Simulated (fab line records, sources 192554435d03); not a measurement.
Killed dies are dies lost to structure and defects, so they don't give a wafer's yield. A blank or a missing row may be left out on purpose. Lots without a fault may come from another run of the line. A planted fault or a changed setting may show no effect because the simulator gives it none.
One fault seen from 2 desks | flow n5_finfet | each desk has only its own numbers; what lay behind them comes last

THE METROLOGY DESK
What the gauges read, lot by lot, whatever tool the lot ran on: means of the sampled wafers that have a number. A lot is out of limits, marked OUT, if its mean lies more than 4 standard deviations from the usual mean; the brackets give that distance. Of its 10 readings 7 are shown: those that lie furthest out on some lot.
Columns: A = DIBL_N at N5_BEOL_M4_RC_MEAS_101, usual 36.5 mV/V; B = DIBL_P at N5_BEOL_M4_RC_MEAS_101, usual 36.9 mV/V; C = IOFF_N at N5_BEOL_M4_RC_MEAS_101, usual 0.17 nA/um; D = IOFF_P at N5_BEOL_M4_RC_MEAS_101, usual 0.22 nA/um; E = SS_N at N5_BEOL_M4_RC_MEAS_101, usual 71.6 mV/dec; F = SS_P at N5_BEOL_M4_RC_MEAS_101, usual 73.5 mV/dec; G = VT_P at N5_BEOL_M4_RC_MEAS_101, usual -250 mV
lot  | first seen here | A    | B    | C    | D    | E    | F    | G
L331 | day 8 10:38     | 33.9 | 33.9 | 0.11 | 0.15 | 70.8 | 72.0 | -257
L334 | day 9 15:00     | 36.3 | 35.8 | 0.15 | 0.21 | 71.6 | 72.9 | -251
L339 | day 11 02:48    | 35.9 | 35.3 | 0.14 | 0.19 | 72.3 | 73.3 | -254
L342 | day 11 20:53    | 36.2 | 35.3 | 0.15 | 0.17 | 71.3 | 73.1 | -255
L344 | day 12 01:53    | 36.8 | 37.3 | 0.17 | 0.22 | 71.6 | 73.3 | -250
L345 | day 12 04:52    | 35.8 | 36.3 | 0.14 | 0.19 | 71.2 | 73.5 | -252
L347 | day 12 22:58    | 37.9 | 37.8 | 0.21 | 0.25 | 72.0 | 73.8 | -248
L349 | day 13 09:13    | 36.1 | 36.7 | 0.16 | 0.19 | 70.8 | 73.6 | -252
L353 | day 14 05:49    | 37.1 | 37.9 | 0.16 | 0.22 | 71.3 | 73.9 | -251
L354 | day 15 04:48    | 41.2 | 43.5 | 0.26 | 0.31 | 72.8 | 74.8 | -245
This desk's finding: nothing out of limits on any of the 10 lots.

THE TOOL OWNER'S DESK: litho_track-03
The tool's own readings at N5_FIN_CUT_COAT_19 (time 60 s, resist thk 20 nm): means of the sampled wafers that have a number, for each lot that ran on this tool. A lot is out of limits, marked OUT, if its mean lies more than 4 standard deviations from the usual mean; the brackets give that distance.
Columns: A = heater_power_total_W at N5_FIN_CUT_COAT_19, usual 427.5 W; B = run_length_s at N5_FIN_CUT_COAT_19, usual 66.33 s
lot  | first seen here | A                | B
L331 | day 2 03:14     | 425.9            | 66.54
L334 | day 2 20:56     | 428.3            | 66.48
L339 | day 4 02:02     | 434.2            | 65.03 (-7.2) OUT
L342 | day 5 01:41     | 439.9 (+5.9) OUT | 63.45 (-16) OUT
L353 | day 7 14:02     | 427.0            | 66.53
This desk's finding: out of limits on L339, L342; first on L339, day 4 02:02 (run_length_s at N5_FIN_CUT_COAT_19). In limits: L331, L334, L353.

PUT TOGETHER
The tool owner's desk could have raised an alarm at day 4 02:02, on L339, L342.
The metrology desk saw nothing out of limits.
The metrology desk has L339, L342 on record, within its limits.
Of the lots named, all ran N5_FIN_CUT_COAT_19 on litho_track-03.

WHAT THE SIMULATOR HAD PUT IN
Process parameter drift: litho_track-03, from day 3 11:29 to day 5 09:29, at N5_FIN_CUT_COAT_19. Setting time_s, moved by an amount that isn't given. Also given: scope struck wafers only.
Lots struck among those shown: L339, L342.
Hours from the fault's start to each desk's first reading out of limits: the tool owner's desk, 15.
